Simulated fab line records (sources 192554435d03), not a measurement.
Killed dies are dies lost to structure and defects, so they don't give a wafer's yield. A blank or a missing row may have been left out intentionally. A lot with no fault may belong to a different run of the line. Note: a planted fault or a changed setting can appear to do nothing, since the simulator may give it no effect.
Chamber matching :: flow n5Finfet :: N5_BEOL_M3_DEP_57 on pecvd-04 has 3 sister chambers
The step deposits SiCN from 3MS/NH3, target thk 8 nm, time 14 s. 3 wafers are shown with their chamber, then 11 later ones without.

WAFERS WITH THEIR CHAMBER
wafer: L096.5
chamber: 2
throttleValvePct (%): 8.9

wafer: L096.6
chamber: 1
throttleValvePct (%): 9.9

wafer: L095.1
chamber: 0
throttleValvePct (%): 9.3

WAFERS WITH NO CHAMBER GIVEN
wafer: L095.2
throttleValvePct (%): 10.0

wafer: L095.4
throttleValvePct (%): 10.2

wafer: L094.1
throttleValvePct (%): 9.9

wafer: L094.4
throttleValvePct (%): 9.0

wafer: L094.5
throttleValvePct (%): 9.9

wafer: L097.1
throttleValvePct (%): 9.2

wafer: L097.2
throttleValvePct (%): 10.2

wafer: L097.3
throttleValvePct (%): 8.7

wafer: L097.4
throttleValvePct (%): 9.7

wafer: L097.5
throttleValvePct (%): 9.5

wafer: L097.6
throttleValvePct (%): 8.9

THE CHAMBER EACH PASSED THROUGH
wafer: L095.2
from the rows above: 1
in truth: 1

wafer: L095.4
from the rows above: 1
in truth: 1

wafer: L094.1
from the rows above: 1
in truth: 1

wafer: L094.4
from the rows above: can't be placed: 2 or 0
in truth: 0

wafer: L094.5
from the rows above: 1
in truth: 1

wafer: L097.1
from the rows above: can't be placed: 0 or 2
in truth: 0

wafer: L097.2
from the rows above: 1
in truth: 1

wafer: L097.3
from the rows above: 2
in truth: 2

wafer: L097.4
from the rows above: can't be placed: 1 or 0
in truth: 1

wafer: L097.5
from the rows above: can't be placed: 0 or 1
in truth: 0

wafer: L097.6
from the rows above: 2
in truth: 2
Placed correctly: 7 of 11. Cannot be placed on the basis of these rows: 4; the candidates contain the true chamber in 4. Number placed wrongly: 0.
How it was worked out, from the rows above alone: a wafer's distance from a chamber is the root of the sum, over the readings, of the square of ((its reading less the chamber's mean) divided by the reading's scatter). If the next closest chamber is less than 2 further off than the closest, the wafer can't be placed; otherwise it belongs to the closest. For every chamber, the mean is computed from those of its wafers that are shown. The scatter: with one shown wafer a chamber, the root of the mean of the squares of how far each hidden wafer lies from its nearest shown one.
